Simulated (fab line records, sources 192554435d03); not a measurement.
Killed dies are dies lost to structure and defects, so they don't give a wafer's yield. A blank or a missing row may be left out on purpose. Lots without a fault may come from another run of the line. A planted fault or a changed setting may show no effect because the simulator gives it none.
Chamber matching | flow n5_finfet | N5_BEOL_M2_ALD_84 on ald_metal-04: 4 sister chambers
The step deposits TaN, pulse time 2 s, purge time 3 s, co reactant purge time 2 s. 20 wafers are shown with their chamber, then 10 later ones without.

WAFERS WITH THEIR CHAMBER
wafer  | chamber | heater_power_w (W)
L076.1 | 3       | 452
L076.2 | 0       | 441
L076.3 | 2       | 443
L076.4 | 1       | 453
L076.5 | 1       | 445
L076.6 | 2       | 448
L079.1 | 0       | 437
L079.4 | 2       | 435
L079.6 | 0       | 437
L078.1 | 1       | 450
L078.4 | 0       | 455
L078.5 | 1       | 447
L080.1 | 2       | 434
L080.3 | 0       | 447
L080.5 | 3       | 448
L082.1 | 0       | 451
L082.5 | 1       | 447
L082.6 | 0       | 439
L086.1 | 3       | 447
L086.2 | 1       | 452

SIGNATURES (means of the wafers above)
reading        | chamber 0 | chamber 1 | chamber 2 | chamber 3 | scatter within a chamber
heater_power_w | 443.86    | 449.00    | 440.00    | 449.00    | 5.64
Rule: a wafer's distance from a chamber is the root of the sum, over the readings, of the square of ((its reading less the chamber's mean) divided by the reading's scatter). The wafer belongs to the nearest chamber; if the next one is less than 2 further off, it can't be placed. The scatter: the root of (the sum of the squares of (reading less its chamber's mean) over the shown wafers, divided by (wafers less chambers)).

WAFERS WITHOUT THEIR CHAMBER
wafer  | heater_power_w (W)
L086.3 | 432
L090.1 | 462
L090.2 | 443
L090.3 | 440
L090.4 | 437
L090.5 | 443
L090.6 | 437
L089.2 | 436
L089.3 | 441
L089.5 | 454

WHICH CHAMBER EACH WENT THROUGH
wafer  | from the rows above               | in truth
L086.3 | can't be placed: 2 or 0 or 1 or 3 | 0
L090.1 | can't be placed: 1 or 3 or 0 or 2 | 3
L090.2 | can't be placed: 0 or 2 or 1 or 3 | 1
L090.3 | can't be placed: 2 or 0 or 1 or 3 | 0
L090.4 | can't be placed: 2 or 0 or 1 or 3 | 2
L090.5 | can't be placed: 0 or 2 or 1 or 3 | 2
L090.6 | can't be placed: 2 or 0 or 1 or 3 | 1
L089.2 | can't be placed: 2 or 0 or 1 or 3 | 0
L089.3 | can't be placed: 2 or 0 or 1 or 3 | 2
L089.5 | can't be placed: 1 or 3 or 0 or 2 | 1
Placed correctly: 0 of 10. Can't be placed from these rows: 10 (the true chamber is among the candidates in 10). Placed wrongly: 0.
